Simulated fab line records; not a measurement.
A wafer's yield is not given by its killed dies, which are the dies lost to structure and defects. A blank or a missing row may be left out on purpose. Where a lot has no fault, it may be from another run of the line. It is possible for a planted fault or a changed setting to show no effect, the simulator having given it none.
Code-filled problem report in 8D (eight disciplines) form || flow n5-finfet || the parts of the form that need people (team, actions taken, sign-off) are left out

1. WHAT WENT WRONG
killed_at_M0_to_M3 at N5_PASSIVATION_PROBE_49 reads a mean of 116 on 6 wafers of 2 lots; wafers without a fault read 36 with a standard deviation of 9.5. That puts it +8.4 standard deviations away from the usual mean.
Earliest sighting: wafer L283.2 on prober-01 at day 13 15:22. The record holds 6 wafers of 2 lots with a number at this step. The rule behind "out" and "out of limits": a value lying over 4 standard deviations away from the usual mean. The rest of the wafers with a number are treated as sound.

2. WHAT IT IS; WHAT IT IS NOT
{"question": "which readings at this step", "is": "killed_at_M0_to_M3", "is not": "killed-at-contacts, killed-at-front-end, killed-at-other, killed-short"}
{"question": "which lots", "is": "L283, L284", "is not": "-"}
{"question": "which wafers of those lots", "is": "all that have a number", "is not": "-"}
{"question": "read on which tools", "is": "prober-01", "is not": "-"}
{"question": "when", "is": "from day 13 15:22", "is not": "up to then (0 sound wafers)"}

3. WHAT RULES OUT EACH SUSPECT
Counting: any tool at a process step up to the reading is kept as a suspect provided that every lot that is out went through it and no sound lot did after the first of them.
- rie-metal-01 at N5_BEOL_M0_HM_OPEN_105 (chemistry Cl2/BCl3, target TiN, target depth 12 nm): kept. It ran every lot that is out, first L283 (day 7 14:30), and no sound lot after that.
- prober-01 at N5_PASSIVATION_PROBE_49: kept. It ran every lot that is out, first L283 (day 13 15:22), and no sound lot after that. Its own readings are out on those wafers: killed_at_M0_to_M3.
What counting leaves: rie-metal-01 at N5_BEOL_M0_HM_OPEN_105 and prober-01 at N5_PASSIVATION_PROBE_49.

4. THE CAUSE (what the simulator had put in)
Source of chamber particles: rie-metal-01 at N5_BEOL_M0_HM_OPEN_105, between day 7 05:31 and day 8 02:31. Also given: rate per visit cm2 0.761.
Counting leaves 2 suspects; this tool is one of them.

5. THE EFFECT CHAIN, in route order
Each row: a reading where the mean over the struck wafers with a number is more than 3 standard deviations away from the usual. Readings are gone through only where the record gives a usual standard deviation; hours: the median, over the lots, of the time from a lot's start at the first step in this table giving one to that lot's start at this step; sigmas: the change measured in usual standard deviations.
{"hours": 0, "step": "N5_PASSIVATION_PROBE_49", "reading": "defect-limited-yield", "usual": "91.0 %", "on struck wafers": 84.1, "change": -6.9, "sigmas": -5.3}
{"hours": 0, "step": "N5_PASSIVATION_PROBE_49", "reading": "killed_at_M0_to_M3", "usual": 36, "on struck wafers": 116, "change": "+80", "sigmas": "+8.4"}
{"hours": 0, "step": "N5_PASSIVATION_PROBE_49", "reading": "killed-dies", "usual": 107, "on struck wafers": 187, "change": "+80", "sigmas": "+5.4"}
{"hours": 0, "step": "N5_PASSIVATION_PROBE_49", "reading": "sort_bin_5_function", "usual": "5.3 %", "on struck wafers": 10.1, "change": "+4.8", "sigmas": "+5.3"}
{"hours": 0, "step": "N5_PASSIVATION_PROBE_49", "reading": "sort-n-pass", "usual": 1073, "on struck wafers": 993, "change": -80, "sigmas": -5.4}
{"hours": 0, "step": "N5_PASSIVATION_PROBE_49", "reading": "sort-yield-pct", "usual": "91.0 %", "on struck wafers": 84.1, "change": -6.9, "sigmas": -5.3}
Here are the process steps it includes:
- N5_PASSIVATION_PROBE_49

6. HOW IT WOULD HAVE BEEN CAUGHT EARLIER
In this record no reading fell out of limits until day 13 15:22, 154 hours after the fault had begun at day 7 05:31.
An alarm limit of 4 standard deviations would not have fired on the tool readings at N5_BEOL_M0_HM_OPEN_105 for which the record gives a usual standard deviation, since none of them was out on any struck wafer.
By day 13 15:22, every lot that is out (2) had started N5_BEOL_M0_HM_OPEN_105 on rie-metal-01. Holding the tool at that point would not have protected any of them.
